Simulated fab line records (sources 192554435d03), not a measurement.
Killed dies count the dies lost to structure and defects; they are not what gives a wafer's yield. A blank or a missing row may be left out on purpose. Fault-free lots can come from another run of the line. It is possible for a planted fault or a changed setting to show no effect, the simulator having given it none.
Which tool was responsible? :: flow n5_finfet :: route of 1938 steps, sampled at 1 step: 12 lots, 36 wafers

## WHAT THE GAUGES SHOWED, per wafer
N5_BEOL_M14_INSPECT_30: inspects for defects (macro).
lot: L074
measured: day 11 13:36
on: defect_inspect-02
raw_defect_count: 3 2 1

lot: L077
measured: day 12 07:04
on: defect_inspect-02
raw_defect_count: 4 1 1

lot: L079
measured: day 12 17:14
on: defect_inspect-02
raw_defect_count: 4 1 4

lot: L081
measured: day 13 07:29
on: defect_inspect-02
raw_defect_count: 3 4 2

lot: L082
measured: day 13 13:31
on: defect_inspect-02
raw_defect_count: 0 3 2

lot: L085
measured: day 14 20:32
on: defect_inspect-01
raw_defect_count: 2 1 4

lot: L088
measured: day 14 21:49
on: defect_inspect-02
raw_defect_count: 3 4 1

lot: L087
measured: day 15 00:14
on: defect_inspect-02
raw_defect_count: 3 2 3

lot: L089
measured: day 15 09:46
on: defect_inspect-01
raw_defect_count: 1 2 0

lot: L092
measured: day 16 07:46
on: defect_inspect-01
raw_defect_count: 1 0 1

lot: L093
measured: day 16 11:14
on: defect_inspect-01
raw_defect_count: 4 2 1

lot: L097
measured: day 17 00:52
on: defect_inspect-01
raw_defect_count: 3 2 6

## WHAT TOOL EACH LOT RAN ON (gives the tool, then ch and the chambers of the sampled wafers, and finally the start)
No process step before these readings appears in the record.

## THE ANSWER, worked out from the rows above alone
Rule: the lots themselves supply what counts as usual. Put in order of their means at a reading, lots are off if they are a third of the lots or fewer, leave a main group of 4 or more, and stand apart from it by a gap of 3 or more times the standard deviation of the main group's means; of several such gaps the widest counts. The tables above print the reading to a certain number of digits; a main group whose means all agree to those digits is not used. Also off: a lot with no number at a reading for which 4 or more lots have one. Any other lot the step has rows for is counted as sound.
Nothing can be told from this: no lot is off at any reading shown.

## WHAT WAS PUT IN BY THE SIMULATOR
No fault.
